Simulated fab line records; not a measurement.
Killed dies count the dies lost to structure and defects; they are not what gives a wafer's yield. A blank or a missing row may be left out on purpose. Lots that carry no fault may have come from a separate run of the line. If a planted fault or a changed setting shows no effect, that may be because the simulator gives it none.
fab line records || flow n5_finfet || part 2 of 2: steps 16 to 26 of 26
record: {"lots": 5, "wafers": 15, "last_day": 18}
route steps=1938 shown BEOL_M9@1438
lots with no fault: from the same line, run without faults
start_h: hours from the record's first day to the start of the lot's first wafer shown || wait_h: how many hours have passed since the lot's step before this one || " unchanged from the row above || L1.1+2: one row covering several wafers at once || - no value, or no start given || * or withheld: withheld || < > ~ a bound
route shown NAME@n: a module of which the file shows steps, and the number in the route of the first || usual: the fault-free wafers' mean and standard deviation || same: alike in all rows || chamber/n: place in a boat || sites: the reading at each site || _std_site: standard deviation across them || _edge_site: inner sites' mean taken away from outer sites' mean || radius_mm: for every site, how far away it sits from the centre of the wafer || mask NAME#n: copy n || behind: the last tool/chamber to shape the wafer || hold: cause of the lot's hold/its duration in hours/its outcome || device: whichever transistor did not switch (one of n, p or np) || end of line: the route-end tests of the same wafers || a step with no rows: only its recipe || killed: not the wafer's yield, but the dies lost to structure and defects at the first sort || map: a wafer's dies, marking killed ones x, the rest . and places with no die _
set.NAME: the setting that was run; set.NAME@STEP: the one run at that earlier step || model.NAME: the simulator's own value behind a step, which no gauge read
lots seen at some steps along the route; tables by step, rows by wafer
services: the hour from which a tool's chamber was out of use, counted from the record's first day as start_h (under 0 if before that day), plus the number of hours and why
== steps ==
step: N5_BEOL_M9_SRD_43
recipe: {"time_s": 30, "temp_c": 23, "rinse_liquid": "diw", "dry": "ipa_marangoni"}
usual: {"temp_c": "23.00/0.11"}
{"lot.wafer": "L078.3", "tool": "wet_bench-02", "chamber": 2, "start_h": 235.70, "wait_h": 0.0, "temp_c": 22.88}
{"lot.wafer": "L078.5", "tool": "wet_bench-02", "chamber": 6, "start_h": 235.70, "wait_h": 0.0, "temp_c": 23.18}
{"lot.wafer": "L078.6", "tool": "wet_bench-02", "chamber": 3, "start_h": 235.70, "wait_h": 0.0, "temp_c": 22.99}
{"lot.wafer": "L085.3", "tool": "wet_bench-02", "chamber": 0, "start_h": 283.97, "wait_h": 0.0, "temp_c": 22.91}
{"lot.wafer": "L085.5", "tool": "wet_bench-02", "chamber": 5, "start_h": 283.97, "wait_h": 0.0, "temp_c": 22.82}
{"lot.wafer": "L085.6", "tool": "wet_bench-02", "chamber": 3, "start_h": 283.97, "wait_h": 0.0, "temp_c": 22.95}
{"lot.wafer": "L093.3", "tool": "wet_bench-02", "chamber": 2, "start_h": 330.62, "wait_h": 0.0, "temp_c": 23.02}
{"lot.wafer": "L093.4", "tool": "wet_bench-02", "chamber": 7, "start_h": 330.62, "wait_h": 0.0, "temp_c": 23.05}
{"lot.wafer": "L093.6", "tool": "wet_bench-02", "chamber": 1, "start_h": 330.62, "wait_h": 0.0, "temp_c": 22.97}
{"lot.wafer": "L095.1", "tool": "wet_bench-06", "chamber": 4, "start_h": 357.57, "wait_h": 0.0, "temp_c": 23.10}
{"lot.wafer": "L095.3", "tool": "wet_bench-06", "chamber": 6, "start_h": 357.57, "wait_h": 0.0, "temp_c": 22.83}
{"lot.wafer": "L095.6", "tool": "wet_bench-06", "chamber": 7, "start_h": 357.57, "wait_h": 0.0, "temp_c": 23.13}
{"lot.wafer": "L096.2", "tool": "wet_bench-04", "chamber": 2, "start_h": 362.55, "wait_h": 0.0, "temp_c": 22.96}
{"lot.wafer": "L096.3", "tool": "wet_bench-04", "chamber": 3, "start_h": 362.55, "wait_h": 0.0, "temp_c": 23.01}
{"lot.wafer": "L096.6", "tool": "wet_bench-04", "chamber": 0, "start_h": 362.55, "wait_h": 0.0, "temp_c": 22.95}
step: N5_BEOL_M9_CD_MEAS_35
recipe: {"target_cd_nm": 70, "target_cd_y_nm": 40, "polarity": "opening"}
usual: {"cd_nm": "70.3/0.74"}
{"lot.wafer": "L078.3", "tool": "cd_sem-02", "chamber": "-", "start_h": 235.74, "wait_h": 0.0, "cd_nm": 70.1}
{"lot.wafer": "L078.5", "tool": "cd_sem-02", "chamber": "-", "start_h": 235.74, "wait_h": 0.0, "cd_nm": 71.2}
{"lot.wafer": "L078.6", "tool": "cd_sem-02", "chamber": "-", "start_h": 235.74, "wait_h": 0.0, "cd_nm": 69.7}
{"lot.wafer": "L085.3", "tool": "cd_sem-01", "chamber": "-", "start_h": 284.01, "wait_h": 0.0, "cd_nm": 69.8}
{"lot.wafer": "L085.5", "tool": "cd_sem-01", "chamber": "-", "start_h": 284.01, "wait_h": 0.0, "cd_nm": 68.2}
{"lot.wafer": "L085.6", "tool": "cd_sem-01", "chamber": "-", "start_h": 284.01, "wait_h": 0.0, "cd_nm": 69.7}
{"lot.wafer": "L093.3", "tool": "cd_sem-02", "chamber": "-", "start_h": 330.66, "wait_h": 0.0, "cd_nm": 71.3}
{"lot.wafer": "L093.4", "tool": "cd_sem-02", "chamber": "-", "start_h": 330.66, "wait_h": 0.0, "cd_nm": 71.0}
{"lot.wafer": "L093.6", "tool": "cd_sem-02", "chamber": "-", "start_h": 330.66, "wait_h": 0.0, "cd_nm": 71.4}
{"lot.wafer": "L095.1", "tool": "cd_sem-03", "chamber": "-", "start_h": 357.61, "wait_h": 0.0, "cd_nm": 70.4}
{"lot.wafer": "L095.3", "tool": "cd_sem-03", "chamber": "-", "start_h": 357.61, "wait_h": 0.0, "cd_nm": 69.8}
{"lot.wafer": "L095.6", "tool": "cd_sem-03", "chamber": "-", "start_h": 357.61, "wait_h": 0.0, "cd_nm": 70.3}
{"lot.wafer": "L096.2", "tool": "cd_sem-02", "chamber": "-", "start_h": 362.59, "wait_h": 0.0, "cd_nm": 69.7}
{"lot.wafer": "L096.3", "tool": "cd_sem-02", "chamber": "-", "start_h": 362.59, "wait_h": 0.0, "cd_nm": 69.5}
{"lot.wafer": "L096.6", "tool": "cd_sem-02", "chamber": "-", "start_h": 362.59, "wait_h": 0.0, "cd_nm": 69.3}
step: N5_BEOL_M9_CURE_72
recipe: {"temp_c": 370, "time_s": 120, "ambient": "DMADMS/He", "material": "SiCOH_lowk"}
usual: {"lamp_power_pct": "52.31/0.05", "wafer_temp_C_max": "371.5/0.59"}
{"lot.wafer": "L078.3", "tool": "uv_cure-01", "chamber": 1, "start_h": 235.88, "wait_h": 0.1, "lamp_power_pct": 52.30, "wafer_temp_C_max": 371.1}
{"lot.wafer": "L078.5", "tool": "uv_cure-01", "chamber": 1, "start_h": 235.88, "wait_h": 0.1, "lamp_power_pct": 52.26, "wafer_temp_C_max": 371.2}
{"lot.wafer": "L078.6", "tool": "uv_cure-01", "chamber": 1, "start_h": 235.88, "wait_h": 0.1, "lamp_power_pct": 52.32, "wafer_temp_C_max": 370.3}
{"lot.wafer": "L085.3", "tool": "uv_cure-01", "chamber": 1, "start_h": 285.89, "wait_h": 1.9, "lamp_power_pct": 52.25, "wafer_temp_C_max": 371.8}
{"lot.wafer": "L085.5", "tool": "uv_cure-01", "chamber": 1, "start_h": 285.89, "wait_h": 1.9, "lamp_power_pct": 52.26, "wafer_temp_C_max": 370.8}
{"lot.wafer": "L085.6", "tool": "uv_cure-01", "chamber": 1, "start_h": 285.89, "wait_h": 1.9, "lamp_power_pct": 52.34, "wafer_temp_C_max": 371.1}
{"lot.wafer": "L093.3", "tool": "uv_cure-03", "chamber": 2, "start_h": 330.90, "wait_h": 0.2, "lamp_power_pct": 52.35, "wafer_temp_C_max": 371.0}
{"lot.wafer": "L093.4", "tool": "uv_cure-03", "chamber": 2, "start_h": 330.90, "wait_h": 0.2, "lamp_power_pct": 52.32, "wafer_temp_C_max": 371.1}
{"lot.wafer": "L093.6", "tool": "uv_cure-03", "chamber": 2, "start_h": 330.90, "wait_h": 0.2, "lamp_power_pct": 52.23, "wafer_temp_C_max": 371.1}
{"lot.wafer": "L095.1", "tool": "uv_cure-01", "chamber": 0, "start_h": 357.92, "wait_h": 0.3, "lamp_power_pct": 52.32, "wafer_temp_C_max": 372.0}
{"lot.wafer": "L095.3", "tool": "uv_cure-01", "chamber": 0, "start_h": 357.92, "wait_h": 0.3, "lamp_power_pct": 52.29, "wafer_temp_C_max": 372.8}
{"lot.wafer": "L095.6", "tool": "uv_cure-01", "chamber": 0, "start_h": 357.92, "wait_h": 0.3, "lamp_power_pct": 52.27, "wafer_temp_C_max": 372.4}
{"lot.wafer": "L096.2", "tool": "uv_cure-01", "chamber": 2, "start_h": 362.91, "wait_h": 0.3, "lamp_power_pct": 52.26, "wafer_temp_C_max": 371.3}
{"lot.wafer": "L096.3", "tool": "uv_cure-01", "chamber": 2, "start_h": 362.91, "wait_h": 0.3, "lamp_power_pct": 52.38, "wafer_temp_C_max": 371.1}
{"lot.wafer": "L096.6", "tool": "uv_cure-01", "chamber": 2, "start_h": 362.91, "wait_h": 0.3, "lamp_power_pct": 52.41, "wafer_temp_C_max": 371.4}
step: N5_BEOL_M9_DEGAS_44
recipe: {"ambient": "vacuum", "temp_c": 250, "time_s": 60}
usual: {"heater_power_w": "321/22"}
{"lot.wafer": "L078.3", "tool": "pvd_sputter-02", "chamber": "-", "start_h": 236.35, "wait_h": 0.4, "heater_power_w": 338}
{"lot.wafer": "L078.5", "tool": "pvd_sputter-02", "chamber": "-", "start_h": 236.35, "wait_h": 0.4, "heater_power_w": 321}
{"lot.wafer": "L078.6", "tool": "pvd_sputter-02", "chamber": "-", "start_h": 236.35, "wait_h": 0.4, "heater_power_w": 335}
{"lot.wafer": "L085.3", "tool": "pvd_sputter-01", "chamber": "-", "start_h": 286.56, "wait_h": 0.6, "heater_power_w": 267}
{"lot.wafer": "L085.5", "tool": "pvd_sputter-01", "chamber": "-", "start_h": 286.56, "wait_h": 0.6, "heater_power_w": 306}
{"lot.wafer": "L085.6", "tool": "pvd_sputter-01", "chamber": "-", "start_h": 286.56, "wait_h": 0.6, "heater_power_w": 272}
{"lot.wafer": "L093.3", "tool": "pvd_sputter-02", "chamber": "-", "start_h": 331.40, "wait_h": 0.4, "heater_power_w": 323}
{"lot.wafer": "L093.4", "tool": "pvd_sputter-02", "chamber": "-", "start_h": 331.40, "wait_h": 0.4, "heater_power_w": 337}
{"lot.wafer": "L093.6", "tool": "pvd_sputter-02", "chamber": "-", "start_h": 331.40, "wait_h": 0.4, "heater_power_w": 324}
{"lot.wafer": "L095.1", "tool": "pvd_sputter-02", "chamber": "-", "start_h": 358.89, "wait_h": 0.9, "heater_power_w": 332}
{"lot.wafer": "L095.3", "tool": "pvd_sputter-02", "chamber": "-", "start_h": 358.89, "wait_h": 0.9, "heater_power_w": 321}
{"lot.wafer": "L095.6", "tool": "pvd_sputter-02", "chamber": "-", "start_h": 358.89, "wait_h": 0.9, "heater_power_w": 331}
{"lot.wafer": "L096.2", "tool": "pvd_sputter-03", "chamber": "-", "start_h": 363.37, "wait_h": 0.4, "heater_power_w": 338}
{"lot.wafer": "L096.3", "tool": "pvd_sputter-03", "chamber": "-", "start_h": 363.37, "wait_h": 0.4, "heater_power_w": 319}
{"lot.wafer": "L096.6", "tool": "pvd_sputter-03", "chamber": "-", "start_h": 363.37, "wait_h": 0.4, "heater_power_w": 324}
step: N5_BEOL_M9_PRE_CLEAN_45
recipe: {"gas": "H2/He", "time_s": 30, "temp_c": 250}
usual: {"heater_power_w": "322/22"}
{"lot.wafer": "L078.3", "tool": "pvd_sputter-02", "chamber": "-", "start_h": 236.39, "wait_h": 0.0, "heater_power_w": 341}
{"lot.wafer": "L078.5", "tool": "pvd_sputter-02", "chamber": "-", "start_h": 236.39, "wait_h": 0.0, "heater_power_w": 323}
{"lot.wafer": "L078.6", "tool": "pvd_sputter-02", "chamber": "-", "start_h": 236.39, "wait_h": 0.0, "heater_power_w": 324}
{"lot.wafer": "L085.3", "tool": "pvd_sputter-01", "chamber": "-", "start_h": 286.60, "wait_h": 0.0, "heater_power_w": 275}
{"lot.wafer": "L085.5", "tool": "pvd_sputter-01", "chamber": "-", "start_h": 286.60, "wait_h": 0.0, "heater_power_w": 296}
{"lot.wafer": "L085.6", "tool": "pvd_sputter-01", "chamber": "-", "start_h": 286.60, "wait_h": 0.0, "heater_power_w": 279}
{"lot.wafer": "L093.3", "tool": "pvd_sputter-02", "chamber": "-", "start_h": 331.44, "wait_h": 0.0, "heater_power_w": 325}
{"lot.wafer": "L093.4", "tool": "pvd_sputter-02", "chamber": "-", "start_h": 331.44, "wait_h": 0.0, "heater_power_w": 346}
{"lot.wafer": "L093.6", "tool": "pvd_sputter-02", "chamber": "-", "start_h": 331.44, "wait_h": 0.0, "heater_power_w": 344}
{"lot.wafer": "L095.1", "tool": "pvd_sputter-02", "chamber": "-", "start_h": 358.94, "wait_h": 0.0, "heater_power_w": 336}
{"lot.wafer": "L095.3", "tool": "pvd_sputter-02", "chamber": "-", "start_h": 358.94, "wait_h": 0.0, "heater_power_w": 328}
{"lot.wafer": "L095.6", "tool": "pvd_sputter-02", "chamber": "-", "start_h": 358.94, "wait_h": 0.0, "heater_power_w": 341}
{"lot.wafer": "L096.2", "tool": "pvd_sputter-03", "chamber": "-", "start_h": 363.41, "wait_h": 0.0, "heater_power_w": 339}
{"lot.wafer": "L096.3", "tool": "pvd_sputter-03", "chamber": "-", "start_h": 363.41, "wait_h": 0.0, "heater_power_w": 327}
{"lot.wafer": "L096.6", "tool": "pvd_sputter-03", "chamber": "-", "start_h": 363.41, "wait_h": 0.0, "heater_power_w": 327}
step: N5_BEOL_M9_ALD_74
recipe: {"material": "TaN", "target_thk_a": 20, "temp_c": 275, "ald_precursor_family": "PDMAT", "ald_co_reactant": "NH3", "pressure_torr": 3, "carrier_flow_sccm": 1500, "pulse_time_s": 2, "purge_time_s": 3, "co_reactant_purge_time_s": 2, "co_reactant_pulse_time_s": 3, "ald_cycles": 40, "precursor_vessel_temp_c": 75, "precursor_vessel_pressure_torr": 26.25, "precursor_vessel_carrier_sccm": 1000}
usual: {"heater_power_w": "411/43"}
{"lot.wafer": "L078.3", "tool": "ald_metal-02", "chamber": 2, "start_h": 236.47, "wait_h": 0.1, "heater_power_w": 455}
{"lot.wafer": "L078.5", "tool": "ald_metal-02", "chamber": 2, "start_h": 236.47, "wait_h": 0.1, "heater_power_w": 439}
{"lot.wafer": "L078.6", "tool": "ald_metal-02", "chamber": 1, "start_h": 236.47, "wait_h": 0.1, "heater_power_w": 415}
{"lot.wafer": "L085.3", "tool": "ald_metal-04", "chamber": 0, "start_h": 286.66, "wait_h": 0.0, "heater_power_w": 485}
{"lot.wafer": "L085.5", "tool": "ald_metal-04", "chamber": 2, "start_h": 286.66, "wait_h": 0.0, "heater_power_w": 405}
{"lot.wafer": "L085.6", "tool": "ald_metal-04", "chamber": 1, "start_h": 286.66, "wait_h": 0.0, "heater_power_w": 387}
{"lot.wafer": "L093.3", "tool": "ald_metal-02", "chamber": 1, "start_h": 331.52, "wait_h": 0.1, "heater_power_w": 409}
{"lot.wafer": "L093.4", "tool": "ald_metal-02", "chamber": 2, "start_h": 331.52, "wait_h": 0.1, "heater_power_w": 455}
{"lot.wafer": "L093.6", "tool": "ald_metal-02", "chamber": 3, "start_h": 331.52, "wait_h": 0.1, "heater_power_w": 356}
{"lot.wafer": "L095.1", "tool": "ald_metal-04", "chamber": 1, "start_h": 359.23, "wait_h": 0.3, "heater_power_w": 343}
{"lot.wafer": "L095.3", "tool": "ald_metal-04", "chamber": 2, "start_h": 359.23, "wait_h": 0.3, "heater_power_w": 406}
{"lot.wafer": "L095.6", "tool": "ald_metal-04", "chamber": 1, "start_h": 359.23, "wait_h": 0.3, "heater_power_w": 342}
{"lot.wafer": "L096.2", "tool": "ald_metal-02", "chamber": 1, "start_h": 363.47, "wait_h": 0.0, "heater_power_w": 421}
{"lot.wafer": "L096.3", "tool": "ald_metal-02", "chamber": 2, "start_h": 363.47, "wait_h": 0.0, "heater_power_w": 439}
{"lot.wafer": "L096.6", "tool": "ald_metal-02", "chamber": 1, "start_h": 363.47, "wait_h": 0.0, "heater_power_w": 405}
step: N5_BEOL_M9_SURFACE_TREAT_79
recipe: {"gas": "Ar", "time_s": "*", "ion_energy_ev": "*", "ion_current_ma_cm2": 0.5, "pressure_mtorr": "*", "ar_flow_sccm": 30}
usual: {"throttle_valve_pct": "*"}
{"lot.wafer": "L078.3", "tool": "pvd_sputter-02", "chamber": "-", "start_h": 236.83, "wait_h": 0.2, "throttle_valve_pct": "*"}
{"lot.wafer": "L078.5", "tool": "pvd_sputter-02", "chamber": "-", "start_h": 236.83, "wait_h": 0.2, "throttle_valve_pct": "*"}
{"lot.wafer": "L078.6", "tool": "pvd_sputter-02", "chamber": "-", "start_h": 236.83, "wait_h": 0.2, "throttle_valve_pct": "*"}
{"lot.wafer": "L085.3", "tool": "pvd_sputter-02", "chamber": "-", "start_h": 286.96, "wait_h": 0.2, "throttle_valve_pct": "*"}
{"lot.wafer": "L085.5", "tool": "pvd_sputter-02", "chamber": "-", "start_h": 286.96, "wait_h": 0.2, "throttle_valve_pct": "*"}
{"lot.wafer": "L085.6", "tool": "pvd_sputter-02", "chamber": "-", "start_h": 286.96, "wait_h": 0.2, "throttle_valve_pct": "*"}
{"lot.wafer": "L093.3", "tool": "pvd_sputter-02", "chamber": "-", "start_h": 331.96, "wait_h": 0.3, "throttle_valve_pct": "*"}
{"lot.wafer": "L093.4", "tool": "pvd_sputter-02", "chamber": "-", "start_h": 331.96, "wait_h": 0.3, "throttle_valve_pct": "*"}
{"lot.wafer": "L093.6", "tool": "pvd_sputter-02", "chamber": "-", "start_h": 331.96, "wait_h": 0.3, "throttle_valve_pct": "*"}
{"lot.wafer": "L095.1", "tool": "pvd_sputter-02", "chamber": "-", "start_h": 359.80, "wait_h": 0.4, "throttle_valve_pct": "*"}
{"lot.wafer": "L095.3", "tool": "pvd_sputter-02", "chamber": "-", "start_h": 359.80, "wait_h": 0.4, "throttle_valve_pct": "*"}
{"lot.wafer": "L095.6", "tool": "pvd_sputter-02", "chamber": "-", "start_h": 359.80, "wait_h": 0.4, "throttle_valve_pct": "*"}
{"lot.wafer": "L096.2", "tool": "pvd_sputter-03", "chamber": "-", "start_h": 363.76, "wait_h": 0.2, "throttle_valve_pct": "*"}
{"lot.wafer": "L096.3", "tool": "pvd_sputter-03", "chamber": "-", "start_h": 363.76, "wait_h": 0.2, "throttle_valve_pct": "*"}
{"lot.wafer": "L096.6", "tool": "pvd_sputter-03", "chamber": "-", "start_h": 363.76, "wait_h": 0.2, "throttle_valve_pct": "*"}
step: N5_BEOL_M9_CVD_78
recipe: {"material": "Co", "target_thk_a": 20, "temp_c": "withheld", "precursor": "CCTBA/H2", "pressure_torr": 30, "time_s": 138.9}
{"lot.wafer": "L078.3+5+6", "tool": "cvd_co-02", "chamber": "1,2,1", "start_h": 237.12, "wait_h": 0.3}
{"lot.wafer": "L085.3+5+6", "tool": "cvd_co-01", "chamber": "2,2,0", "start_h": 287.02, "wait_h": 0.0}
{"lot.wafer": "L093.3+4+6", "tool": "cvd_co-02", "chamber": "2,0,2", "start_h": 332.23, "wait_h": 0.2}
{"lot.wafer": "L095.1+3+6", "tool": "cvd_co-02", "chamber": "0,0,2", "start_h": 359.86, "wait_h": 0.0}
{"lot.wafer": "L096.2+3+6", "tool": "cvd_co-01", "chamber": "1,0,1", "start_h": 363.86, "wait_h": 0.1}
step: N5_BEOL_M9_SPUTTER_48
recipe: {"material": "Cu", "target_thk_a": 120, "temp_c": -20, "bias_v": 60, "power_w": 26000, "chamber_pressure_pa": 0.13, "time_s": 2}
usual: {"throttle_valve_pct": "29.9/0.89"}
{"lot.wafer": "L078.3", "tool": "pvd_sputter-02", "chamber": "-", "start_h": 239.15, "wait_h": 2.0, "throttle_valve_pct": 30.7}
{"lot.wafer": "L078.5", "tool": "pvd_sputter-02", "chamber": "-", "start_h": 239.15, "wait_h": 2.0, "throttle_valve_pct": 29.7}
{"lot.wafer": "L078.6", "tool": "pvd_sputter-02", "chamber": "-", "start_h": 239.15, "wait_h": 2.0, "throttle_valve_pct": 30.5}
{"lot.wafer": "L085.3", "tool": "pvd_sputter-01", "chamber": "-", "start_h": 287.26, "wait_h": 0.2, "throttle_valve_pct": 30.0}
{"lot.wafer": "L085.5", "tool": "pvd_sputter-01", "chamber": "-", "start_h": 287.26, "wait_h": 0.2, "throttle_valve_pct": 30.1}
{"lot.wafer": "L085.6", "tool": "pvd_sputter-01", "chamber": "-", "start_h": 287.26, "wait_h": 0.2, "throttle_valve_pct": 27.8}
{"lot.wafer": "L093.3", "tool": "pvd_sputter-02", "chamber": "-", "start_h": 334.00, "wait_h": 1.7, "throttle_valve_pct": 29.6}
{"lot.wafer": "L093.4", "tool": "pvd_sputter-02", "chamber": "-", "start_h": 334.00, "wait_h": 1.7, "throttle_valve_pct": 29.5}
{"lot.wafer": "L093.6", "tool": "pvd_sputter-02", "chamber": "-", "start_h": 334.00, "wait_h": 1.7, "throttle_valve_pct": 31.8}
{"lot.wafer": "L095.1", "tool": "pvd_sputter-02", "chamber": "-", "start_h": 360.12, "wait_h": 0.2, "throttle_valve_pct": 31.7}
{"lot.wafer": "L095.3", "tool": "pvd_sputter-02", "chamber": "-", "start_h": 360.12, "wait_h": 0.2, "throttle_valve_pct": 29.7}
{"lot.wafer": "L095.6", "tool": "pvd_sputter-02", "chamber": "-", "start_h": 360.12, "wait_h": 0.2, "throttle_valve_pct": 30.8}
{"lot.wafer": "L096.2", "tool": "pvd_sputter-01", "chamber": "-", "start_h": 364.04, "wait_h": 0.1, "throttle_valve_pct": 30.4}
{"lot.wafer": "L096.3", "tool": "pvd_sputter-01", "chamber": "-", "start_h": 364.04, "wait_h": 0.1, "throttle_valve_pct": 30.2}
{"lot.wafer": "L096.6", "tool": "pvd_sputter-01", "chamber": "-", "start_h": 364.04, "wait_h": 0.1, "throttle_valve_pct": 28.0}
step: N5_BEOL_M9_ECD_50
recipe: {"material": "Cu", "target_thk_a": 3180}
{"lot.wafer": "L078.3+5+6", "tool": "ecd_cu-01", "chamber": "1,1,0", "start_h": 239.29, "wait_h": 0.1}
{"lot.wafer": "L085.3+5+6", "tool": "ecd_cu-01", "chamber": "0,0,1", "start_h": 287.41, "wait_h": 0.1}
{"lot.wafer": "L093.3+4+6", "tool": "ecd_cu-02", "chamber": "0,1,0", "start_h": 334.15, "wait_h": 0.1}
{"lot.wafer": "L095.1+3+6", "tool": "ecd_cu-01", "chamber": "0,0,1", "start_h": 360.24, "wait_h": 0.1}
{"lot.wafer": "L096.2+3+6", "tool": "ecd_cu-02", "chamber": 1, "start_h": 364.16, "wait_h": 0.1}
step: N5_BEOL_M9_ANNEAL_51
recipe: {"temp_c": 225, "time_s": 90, "ambient": "N2"}
usual: {"wafer_temp_C_max": "226.4/0.6"}
{"lot.wafer": "L078.3", "tool": "rtp_anneal-01", "chamber": 0, "start_h": 240.69, "wait_h": 1.4, "wafer_temp_C_max": 227.0}
{"lot.wafer": "L078.5", "tool": "rtp_anneal-01", "chamber": 0, "start_h": 240.69, "wait_h": 1.4, "wafer_temp_C_max": 227.2}
{"lot.wafer": "L078.6", "tool": "rtp_anneal-01", "chamber": 0, "start_h": 240.69, "wait_h": 1.4, "wafer_temp_C_max": 226.7}
{"lot.wafer": "L085.3", "tool": "rtp_anneal-02", "chamber": 0, "start_h": 287.75, "wait_h": 0.3, "wafer_temp_C_max": 225.9}
{"lot.wafer": "L085.5", "tool": "rtp_anneal-02", "chamber": 0, "start_h": 287.75, "wait_h": 0.3, "wafer_temp_C_max": 225.5}
{"lot.wafer": "L085.6", "tool": "rtp_anneal-02", "chamber": 0, "start_h": 287.75, "wait_h": 0.3, "wafer_temp_C_max": 225.4}
{"lot.wafer": "L093.3", "tool": "rtp_anneal-01", "chamber": 0, "start_h": 334.48, "wait_h": 0.3, "wafer_temp_C_max": 227.1}
{"lot.wafer": "L093.4", "tool": "rtp_anneal-01", "chamber": 0, "start_h": 334.48, "wait_h": 0.3, "wafer_temp_C_max": 226.7}
{"lot.wafer": "L093.6", "tool": "rtp_anneal-01", "chamber": 0, "start_h": 334.48, "wait_h": 0.3, "wafer_temp_C_max": 226.6}
{"lot.wafer": "L095.1", "tool": "rtp_anneal-02", "chamber": 0, "start_h": 360.35, "wait_h": 0.1, "wafer_temp_C_max": 225.7}
{"lot.wafer": "L095.3", "tool": "rtp_anneal-02", "chamber": 0, "start_h": 360.35, "wait_h": 0.1, "wafer_temp_C_max": 225.8}
{"lot.wafer": "L095.6", "tool": "rtp_anneal-02", "chamber": 0, "start_h": 360.35, "wait_h": 0.1, "wafer_temp_C_max": 225.9}
{"lot.wafer": "L096.2", "tool": "rtp_anneal-01", "chamber": 0, "start_h": 364.49, "wait_h": 0.3, "wafer_temp_C_max": 227.0}
{"lot.wafer": "L096.3", "tool": "rtp_anneal-01", "chamber": 0, "start_h": 364.49, "wait_h": 0.3, "wafer_temp_C_max": 226.5}
{"lot.wafer": "L096.6", "tool": "rtp_anneal-01", "chamber": 0, "start_h": 364.49, "wait_h": 0.3, "wafer_temp_C_max": 226.5}
== services ==
{"tool": "rie_diel-06", "chamber": 1, "start_h": 231.72, "hours": 4.9, "kind": "repair"}
{"tool": "uv_cure-03", "chamber": "-", "start_h": 238.18, "hours": 2.1, "kind": "pm"}
{"tool": "uv_cure-03", "chamber": "-", "start_h": 246.12, "hours": 0.6, "kind": "repair"}
{"tool": "ald_metal-02", "chamber": "-", "start_h": 251.49, "hours": 0.9, "kind": "repair"}
{"tool": "ecd_cu-01", "chamber": "-", "start_h": 253.26, "hours": 6.8, "kind": "repair"}
{"tool": "uv_cure-03", "chamber": "-", "start_h": 262.12, "hours": 5.0, "kind": "pm"}
{"tool": "uv_cure-03", "chamber": "-", "start_h": 279.01, "hours": 1.0, "kind": "pm"}
{"tool": "rie_diel-06", "chamber": 0, "start_h": 280.96, "hours": 8.9, "kind": "repair"}
{"tool": "ald_metal-04", "chamber": 1, "start_h": 289.39, "hours": 30.3, "kind": "repair"}
{"tool": "ald_metal-02", "chamber": 2, "start_h": 290.12, "hours": 3.1, "kind": "repair"}
{"tool": "pvd_sputter-01", "chamber": "-", "start_h": 291.75, "hours": 1.0, "kind": "repair"}
{"tool": "rie_diel-04", "chamber": 1, "start_h": 306.90, "hours": "-", "kind": "clean"}
{"tool": "rie_diel-04", "chamber": 1, "start_h": 306.90, "hours": "-", "kind": "consumable_replace:focus_ring"}
{"tool": "cvd_co-02", "chamber": "-", "start_h": 316.44, "hours": 0.3, "kind": "repair"}
{"tool": "cvd_co-02", "chamber": 1, "start_h": 322.41, "hours": 13.2, "kind": "repair"}
{"tool": "ald_metal-04", "chamber": "-", "start_h": 337.25, "hours": 14.0, "kind": "pm"}
{"tool": "rie_diel-04", "chamber": 3, "start_h": 339.73, "hours": 5.7, "kind": "repair"}
{"tool": "ecd_cu-01", "chamber": "-", "start_h": 342.60, "hours": 1.1, "kind": "repair"}
{"tool": "uv_cure-01", "chamber": "-", "start_h": 344.64, "hours": 3.4, "kind": "pm"}
{"tool": "cvd_co-01", "chamber": 0, "start_h": 345.03, "hours": 8.7, "kind": "repair"}
{"tool": "cvd_co-02", "chamber": 1, "start_h": 351.17, "hours": 10.3, "kind": "repair"}
{"tool": "ald_metal-02", "chamber": "-", "start_h": 355.19, "hours": 1.0, "kind": "repair"}
{"tool": "ald_metal-04", "chamber": 3, "start_h": 356.50, "hours": 5.2, "kind": "repair"}
{"tool": "pvd_sputter-03", "chamber": "-", "start_h": 357.96, "hours": 4.7, "kind": "repair"}
